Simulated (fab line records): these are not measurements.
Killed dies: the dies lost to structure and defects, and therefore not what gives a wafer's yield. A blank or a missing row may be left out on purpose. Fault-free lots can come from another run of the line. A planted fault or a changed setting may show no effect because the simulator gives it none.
Chamber matching | flow n5Finfet | 4 sister chambers for N5_STI_FIN_REVEAL_ALD_14 on aldSin-04
The step deposits Si3N4, target thk 3 nm. 20 wafers are shown with their chamber, then 10 later ones without.

== WAFERS PAIRED WITH THEIR CHAMBERS ==
wafer  | chamber | heaterPowerW (W)
L074.2 | 2       | 743
L074.3 | 3       | 740
L074.5 | 0       | 872
L076.2 | 2       | 740
L076.3 | 0       | 882
L076.5 | 0       | 874
L079.1 | 1       | 686
L079.2 | 3       | 723
L079.3 | 0       | 882
L079.4 | 2       | 766
L079.5 | 3       | 767
L079.6 | 2       | 782
L085.1 | 0       | 907
L085.2 | 1       | 705
L085.5 | 3       | 747
L087.2 | 3       | 735
L087.5 | 3       | 753
L087.6 | 1       | 696
L088.1 | 0       | 899
L088.2 | 1       | 684

SIGNATURES, as means of the wafers listed above
reading      | chamber 0 | chamber 1 | chamber 2 | chamber 3 | scatter within a chamber
heaterPowerW | 886.00    | 692.75    | 757.75    | 744.17    | 15
Rule: for each reading, subtract the chamber's mean from the wafer's reading, divide by that reading's scatter and square the result; add these up over the readings and take the root, which gives the wafer's distance from the chamber. The wafer belongs to the nearest chamber; if the next one is less than 2 further off, it can't be placed. How the scatter is found: for the shown wafers, subtract from each reading the mean of its chamber, square and add these, divide the total by (wafers less chambers), then take the root.

== WAFERS WHOSE CHAMBER IS MISSING ==
wafer  | heaterPowerW (W)
L088.4 | 893
L089.1 | 762
L089.2 | 756
L089.6 | 712
L091.2 | 683
L091.4 | 890
L091.6 | 881
L092.3 | 882
L092.4 | 698
L092.5 | 889

== EACH ONE'S CHAMBER ==
wafer  | from the rows above          | in truth
L088.4 | 0                            | 0
L089.1 | can't be placed: 2 or 3      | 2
L089.2 | can't be placed: 2 or 3      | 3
L089.6 | can't be placed: 1 or 3 or 2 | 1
L091.2 | 1                            | 1
L091.4 | 0                            | 0
L091.6 | 0                            | 0
L092.3 | 0                            | 0
L092.4 | 1                            | 1
L092.5 | 0                            | 0
Correctly placed: 7 of 10. Not placeable from these rows: 3 (in 3, the candidates include the true chamber). 0 placed wrongly.
